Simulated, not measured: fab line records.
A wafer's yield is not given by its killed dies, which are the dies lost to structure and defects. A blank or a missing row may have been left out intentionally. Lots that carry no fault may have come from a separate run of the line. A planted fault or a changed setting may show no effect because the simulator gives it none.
fab line records | flow n5Finfet | part 2 of 2: steps 5 to 6 of 6
record: lots: 21 | wafers: 63 | lastDay: 17
route steps=1938 shown BEOL_M2@879
lots that met no fault: taken from a fault-free run of the same line
startH: hours from the record's opening day to when the first of the lot's shown wafers began | waitH: how many hours have passed since the lot's step before this one | " as in the row above | L1.1+2: several wafers, shown together as one row | - value missing, or start not given | * or withheld: withheld | < > ~ a bound
route shown NAME@n: a module of which the file shows steps, and the number in the route of the first | usual: mean/standard deviation of fault-free wafers | same: alike in all rows | chamber/n: place in a boat | sites: per-site readings | _std_site: their standard deviation | _edge_site: inner sites' mean taken away from outer sites' mean | radiusMm: how far each site lies from the wafer's centre | mask NAME#n: copy n | behind: the most recent tool/chamber to have shaped the wafer | hold: why the lot went on hold/how many hours it stayed there/how the hold came to an end | device: the transistor (n, p or np) that didn't switch | end of line: tests run on the same wafers once the route is complete | a step without rows: its recipe alone | killed: dies lost to structure and defects at the first sort, not the wafer's yield | map: a wafer's dies, marking killed ones x, the rest . and places with no die _
set.NAME: setting as actually run; set.NAME@STEP: the setting as run at that earlier step | model.NAME: the simulator's own value behind a step, which no gauge read
the route's steps for a sample of lots (tables are steps, rows are wafers)
services: the hour from which a tool's chamber was out of use, counted from the record's first day as startH (under 0 if before that day), plus the number of hours and why
== steps ==
step: N5_BEOL_M2_SPUTTER_92
recipe: material: Cu | targetThkA: 45 | tempC: -20 | chamberPressurePa: 0.07 | powerW: withheld | timeS: 8.29
usual: substrateTempC: -20.00/0.1 | throttleValvePct: 30.2/0.88
lot.wafer | tool          | chamber | startH | waitH | substrateTempC | throttleValvePct
L074.2    | pvdSputter-01 | -       | 136.73 | 0.1   | -19.83         | 29.1
L074.3    | "             | -       | "      | "     | -20.18         | 31.8
L074.4    | "             | -       | "      | "     | -19.99         | 31.1
L075.1    | pvdSputter-02 | -       | 151.81 | 0.1   | -19.87         | 29.6
L075.4    | "             | -       | "      | "     | -19.87         | 30.3
L075.5    | "             | -       | "      | "     | -20.09         | 31.1
L077.2    | pvdSputter-03 | -       | 153.76 | 0.1   | -20.01         | 31.2
L077.3    | "             | -       | "      | "     | -20.09         | 30.3
L077.4    | "             | -       | "      | "     | -19.90         | 30.8
L078.1    | pvdSputter-01 | -       | 163.14 | 0.1   | -20.02         | 30.2
L078.4    | "             | -       | "      | "     | -20.11         | 31.7
L078.5    | "             | -       | "      | "     | -20.01         | 30.4
L080.3    | pvdSputter-02 | -       | 178.53 | 0.1   | -20.00         | 29.5
L080.4    | "             | -       | "      | "     | -20.07         | 29.7
L080.5    | "             | -       | "      | "     | -20.10         | 31.6
L081.3    | pvdSputter-02 | -       | 184.73 | 0.1   | -20.09         | 31.4
L081.5    | "             | -       | "      | "     | -19.89         | 29.7
L081.6    | "             | -       | "      | "     | -20.08         | 30.1
L082.1    | pvdSputter-02 | -       | 188.63 | 0.1   | -19.99         | 31.0
L082.4    | "             | -       | "      | "     | -19.96         | 29.6
L082.6    | "             | -       | "      | "     | -20.06         | 29.6
L083.1    | pvdSputter-01 | -       | 196.99 | 0.1   | -19.93         | 31.1
L083.4    | "             | -       | "      | "     | -20.10         | 29.0
L083.5    | "             | -       | "      | "     | -19.86         | 30.2
L084.1    | pvdSputter-03 | -       | 208.90 | 0.1   | -19.99         | 28.4
L084.2    | "             | -       | "      | "     | -20.08         | 30.3
L084.6    | "             | -       | "      | "     | -20.01         | 30.9
L085.3    | pvdSputter-01 | -       | 216.30 | 0.1   | -20.01         | 31.3
L085.5    | "             | -       | "      | "     | -20.04         | 30.3
L085.6    | "             | -       | "      | "     | -19.99         | 29.1
L086.1    | pvdSputter-02 | -       | 218.07 | 0.1   | -19.92         | 29.8
L086.5    | "             | -       | "      | "     | -19.92         | 30.5
L086.6    | "             | -       | "      | "     | -19.85         | 29.7
L088.2    | pvdSputter-02 | -       | 227.48 | 0.1   | -19.92         | 30.2
L088.5    | "             | -       | "      | "     | -20.18         | 29.3
L088.6    | "             | -       | "      | "     | -19.96         | 30.2
L089.1    | pvdSputter-02 | -       | 234.37 | 0.1   | -20.06         | 29.5
L089.4    | "             | -       | "      | "     | -20.01         | 30.0
L089.6    | "             | -       | "      | "     | -19.95         | 30.3
L087.1    | pvdSputter-01 | -       | 234.43 | 0.1   | -19.87         | 31.7
L087.2    | "             | -       | "      | "     | -20.07         | 29.9
L087.3    | "             | -       | "      | "     | -19.82         | 28.9
L090.2    | pvdSputter-03 | -       | 235.37 | 0.1   | -19.96         | 30.8
L090.3    | "             | -       | "      | "     | -20.04         | 30.3
L090.6    | "             | -       | "      | "     | -19.95         | 31.1
L091.1    | pvdSputter-03 | -       | 238.33 | 0.1   | -20.16         | 30.2
L091.2    | "             | -       | "      | "     | -19.91         | 28.4
L091.3    | "             | -       | "      | "     | -20.01         | 30.4
L093.1    | pvdSputter-03 | -       | 250.09 | 0.1   | -20.02         | 28.3
L093.5    | "             | -       | "      | "     | -20.19         | 28.8
L093.6    | "             | -       | "      | "     | -19.98         | 30.2
L092.2    | pvdSputter-02 | -       | 250.30 | 0.1   | -20.02         | 31.4
L092.4    | "             | -       | "      | "     | -19.99         | 29.6
L092.5    | "             | -       | "      | "     | -20.01         | 31.4
L094.1    | pvdSputter-03 | -       | 270.33 | 0.1   | -20.07         | 28.6
L094.3    | "             | -       | "      | "     | -20.02         | 31.1
L094.4    | "             | -       | "      | "     | -19.98         | 30.7
L096.1    | pvdSputter-01 | -       | 283.15 | 0.1   | -20.02         | 31.0
L096.3    | "             | -       | "      | "     | -20.08         | 29.0
L096.6    | "             | -       | "      | "     | -20.00         | 30.1
L097.3    | pvdSputter-02 | -       | 284.93 | 0.1   | -19.92         | 29.7
L097.4    | "             | -       | "      | "     | -19.94         | 29.7
L097.6    | "             | -       | "      | "     | -20.23         | 30.3
step: N5_BEOL_M2_CMP_52
recipe: stopOn: SiOC | tOverpolishS: 6.8 | downForcePsi: 1 | platenRpm: 50 | clearingPlatenDownForcePsi: 1.5 | clearingPlatenRpm: 50 | postCmpClean: cuAlkaline | targetThkNm: 40 | clearingPlatenPadVelocityMS: 0.99484 | padVelocityMS: 0.99484
usual: barrierFieldEndpointS: 24.6/0.57 | clearingPlatenDownForcePsi: 1.500/0.0031 | edgeZonePressureFrac: 0.999/0.005 | motorCurrentA: 6.5/0.6 | overpolishRunS: 6.800/0.008 | timeToEndpointS: 62.4/2.6
lot.wafer | tool   | chamber | startH | waitH | barrierFieldEndpointS | clearingPlatenDownForcePsi | edgeZonePressureFrac | motorCurrentA | overpolishRunS | timeToEndpointS
L074.4    | cmp-04 | 0       | 137.72 | 0.1   | 24.0                  | 1.505                      | 1.003                | 5.2           | 6.789          | 59.8
L074.2    | "      | 1       | "      | "     | 24.7                  | 1.495                      | 0.993                | 7.0           | 6.785          | 64.7
L074.3    | "      | 3       | "      | "     | 24.0                  | 1.495                      | 0.990                | 6.7           | 6.810          | 60.4
L075.1    | cmp-03 | 1       | 152.78 | 0.3   | 24.2                  | 1.495                      | 0.994                | 6.5           | 6.802          | 61.3
L075.4    | "      | 2       | "      | "     | 25.4                  | 1.497                      | 0.997                | 7.0           | 6.805          | 64.1
L075.5    | "      | 1       | "      | "     | 25.0                  | 1.496                      | 1.002                | 6.4           | 6.794          | 61.3
L077.2    | cmp-03 | 1       | 154.73 | 0.2   | 24.5                  | 1.498                      | 1.006                | 6.4           | 6.808          | 62.9
L077.4    | "      | 2       | "      | "     | 25.6                  | 1.503                      | 1.006                | 6.5           | 6.798          | 65.9
L077.3    | "      | 3       | "      | "     | 24.1                  | 1.501                      | 0.994                | 6.4           | 6.801          | 63.1
L078.4    | cmp-03 | 1       | 164.12 | 0.2   | 24.2                  | 1.503                      | 1.002                | 6.7           | 6.801          | 57.6
L078.1    | "      | 3       | "      | "     | 23.9                  | 1.501                      | 1.002                | 6.4           | 6.796          | 60.0
L078.5    | "      | 1       | "      | "     | 24.1                  | 1.502                      | 0.996                | 6.6           | 6.813          | 56.8
L080.4    | cmp-03 | 0       | 179.50 | 0.2   | 25.0                  | 1.501                      | 1.005                | 6.1           | 6.805          | 64.4
L080.3    | "      | 2       | "      | "     | 25.7                  | 1.499                      | 0.995                | 6.7           | 6.787          | 65.9
L080.5    | "      | 0       | "      | "     | 25.4                  | 1.501                      | 1.001                | 5.9           | 6.781          | 65.8
L081.3    | cmp-03 | 3       | 185.86 | 0.2   | 23.7                  | 1.494                      | 0.998                | 6.0           | 6.797          | 61.2
L081.6    | "      | 1       | "      | "     | 24.2                  | 1.500                      | 1.008                | 6.7           | 6.795          | 60.6
L081.5    | "      | 2       | "      | "     | 24.8                  | 1.498                      | 0.995                | 7.2           | 6.789          | 64.6
L082.1    | cmp-03 | 3       | 189.58 | 0.3   | 25.1                  | 1.498                      | 1.001                | 6.5           | 6.809          | 65.6
L082.4    | "      | 0       | "      | "     | 25.7                  | 1.499                      | 1.003                | 6.2           | 6.813          | 64.6
L082.6    | "      | 0       | "      | "     | 26.1                  | 1.503                      | 1.002                | 6.5           | 6.796          | 67.1
L083.4    | cmp-04 | 3       | 197.95 | 0.1   | 24.4                  | 1.505                      | 0.999                | 6.9           | 6.814          | 58.6
L083.1    | "      | 0       | "      | "     | 24.7                  | 1.501                      | 1.001                | 5.1           | 6.794          | 60.0
L083.5    | "      | 0       | "      | "     | 24.4                  | 1.497                      | 1.000                | 5.5           | 6.806          | 62.7
L084.2    | cmp-01 | 0       | 209.89 | 0.3   | 24.7                  | 1.500                      | 1.001                | 7.5           | 6.799          | 61.3
L084.1    | "      | 1       | "      | "     | 25.0                  | 1.498                      | 0.992                | 5.0           | 6.788          | 65.9
L084.6    | "      | 0       | "      | "     | 25.2                  | 1.501                      | 1.005                | 7.5           | 6.788          | 64.4
L085.3    | cmp-04 | 2       | 217.23 | 0.2   | 23.8                  | 1.501                      | 1.001                | 7.0           | 6.801          | 59.0
L085.6    | "      | 2       | "      | "     | 24.4                  | 1.504                      | 1.001                | 6.8           | 6.805          | 59.4
L085.5    | "      | 3       | "      | "     | 23.9                  | 1.496                      | 1.010                | 6.8           | 6.808          | 60.4
L086.1    | cmp-01 | 0       | 219.04 | 0.3   | 24.2                  | 1.501                      | 1.002                | 7.5           | 6.796          | 58.5
L086.5    | "      | 3       | "      | "     | 24.0                  | 1.504                      | 0.994                | 6.7           | 6.806          | 57.2
L086.6    | "      | 0       | "      | "     | 24.0                  | 1.498                      | 1.004                | 7.2           | 6.798          | 61.7
L088.2    | cmp-04 | 0       | 228.45 | 0.2   | 24.2                  | 1.497                      | 1.004                | 5.4           | 6.795          | 64.7
L088.5    | "      | 3       | "      | "     | 25.1                  | 1.505                      | 0.990                | 6.4           | 6.795          | 62.5
L088.6    | "      | 0       | "      | "     | 24.5                  | 1.496                      | 1.000                | 5.2           | 6.799          | 64.0
L089.4    | cmp-04 | 0       | 235.38 | 0.2   | 24.4                  | 1.499                      | 1.006                | 5.6           | 6.799          | 62.1
L089.1    | "      | 1       | "      | "     | 23.8                  | 1.495                      | 0.997                | 6.9           | 6.800          | 60.7
L089.6    | "      | 2       | "      | "     | 24.1                  | 1.499                      | 0.995                | 6.8           | 6.799          | 61.5
L087.1    | cmp-01 | 0       | 235.41 | 0.3   | 23.8                  | 1.506                      | 0.998                | 7.1           | 6.797          | 62.7
L087.2    | "      | 1       | "      | "     | 25.2                  | 1.504                      | 1.002                | 5.5           | 6.793          | 67.5
L087.3    | "      | 2       | "      | "     | 24.3                  | 1.501                      | 0.998                | 6.6           | 6.792          | 66.3
L090.2    | cmp-03 | 3       | 236.37 | 0.3   | 24.3                  | 1.498                      | 1.003                | 6.4           | 6.794          | 63.7
L090.3    | "      | 0       | "      | "     | 24.9                  | 1.502                      | 0.991                | 5.7           | 6.807          | 66.1
L090.6    | "      | 1       | "      | "     | 24.7                  | 1.495                      | 1.003                | 6.8           | 6.798          | 64.4
L091.3    | cmp-01 | 3       | 239.35 | 0.2   | 23.7                  | 1.502                      | 0.995                | 7.0           | 6.786          | 62.2
L091.2    | "      | 0       | "      | "     | 24.7                  | 1.505                      | 1.005                | 7.6           | 6.809          | 64.6
L091.1    | "      | 1       | "      | "     | 25.1                  | 1.502                      | 0.988                | 5.3           | 6.794          | 67.2
L093.1    | cmp-01 | 1       | 251.14 | 0.4   | 24.6                  | 1.502                      | 1.002                | 5.6           | 6.805          | 64.6
L093.5    | "      | 2       | "      | "     | 24.8                  | 1.498                      | 0.997                | 6.9           | 6.809          | 63.2
L093.6    | "      | 3       | "      | "     | 24.2                  | 1.504                      | 1.000                | 6.5           | 6.801          | 59.2
L092.2    | cmp-03 | 1       | 251.33 | 0.2   | 24.5                  | 1.505                      | 1.007                | 7.1           | 6.803          | 63.0
L092.4    | "      | 2       | "      | "     | 25.7                  | 1.498                      | 0.993                | 7.0           | 6.807          | 65.8
L092.5    | "      | 0       | "      | "     | 24.5                  | 1.499                      | 0.995                | 6.0           | 6.810          | 62.6
L094.3    | cmp-03 | 2       | 271.27 | 0.2   | 24.6                  | 1.504                      | 1.000                | 7.1           | 6.807          | 63.0
L094.4    | "      | 3       | "      | "     | 24.8                  | 1.500                      | 0.996                | 5.9           | 6.802          | 63.1
L094.1    | "      | 1       | "      | "     | 24.4                  | 1.502                      | 0.995                | 6.7           | 6.789          | 58.9
L096.1    | cmp-03 | 1       | 284.12 | 0.3   | 24.2                  | 1.495                      | 0.997                | 6.6           | 6.791          | 58.9
L096.3    | "      | 2       | "      | "     | 25.0                  | 1.501                      | 0.998                | 6.9           | 6.801          | 62.8
L096.6    | "      | 1       | "      | "     | 24.6                  | 1.496                      | 0.999                | 6.6           | 6.784          | 57.5
L097.3    | cmp-01 | 1       | 286.11 | 0.4   | 24.8                  | 1.503                      | 0.995                | 5.4           | 6.792          | 65.8
L097.4    | "      | 2       | "      | "     | 24.7                  | 1.503                      | 0.996                | 6.6           | 6.819          | 62.1
L097.6    | "      | 1       | "      | "     | 24.9                  | 1.503                      | 0.998                | 5.6           | 6.796          | 64.5
== services ==
tool          | chamber | startH | hours | kind
rieDiel-05    | 0       | 116.69 | -     | clean
rieDiel-05    | 0       | 116.69 | -     | consumableReplace:focusRing
rieDiel-05    | 0       | 116.69 | -     | consumableReplace:showerhead
rieDiel-05    | 0       | 116.69 | 19.2  | scheduledDown
cmp-01        | -       | 121.17 | 3.7   | repair
rieDiel-05    | 2       | 132.80 | 6.0   | repair
cmp-01        | -       | 140.30 | 2.7   | repair
cmp-03        | -       | 148.96 | 0.9   | repair
pvdSputter-02 | -       | 153.37 | 1.0   | repair
cmp-01        | -       | 157.30 | 1.3   | repair
cmp-04        | -       | 159.52 | 1.4   | repair
pvdSputter-03 | -       | 169.70 | 3.3   | repair
cmp-04        | -       | 171.25 | 1.6   | repair
cmp-04        | -       | 189.08 | 0.5   | repair
cmp-03        | -       | 193.33 | 4.0   | pm
cmp-03        | -       | 197.70 | 1.8   | repair
cmp-03        | -       | 200.88 | 9.4   | pm
cmp-04        | -       | 200.94 | 6.7   | repair
cmp-03        | -       | 214.96 | 4.3   | pm
cmp-03        | -       | 223.26 | 2.5   | repair
cmp-01        | -       | 240.96 | 2.3   | repair
cmp-01        | -       | 251.52 | 6.1   | repair
cmp-03        | -       | 281.72 | 1.9   | repair
cmp-03        | -       | 285.20 | 0.5   | repair
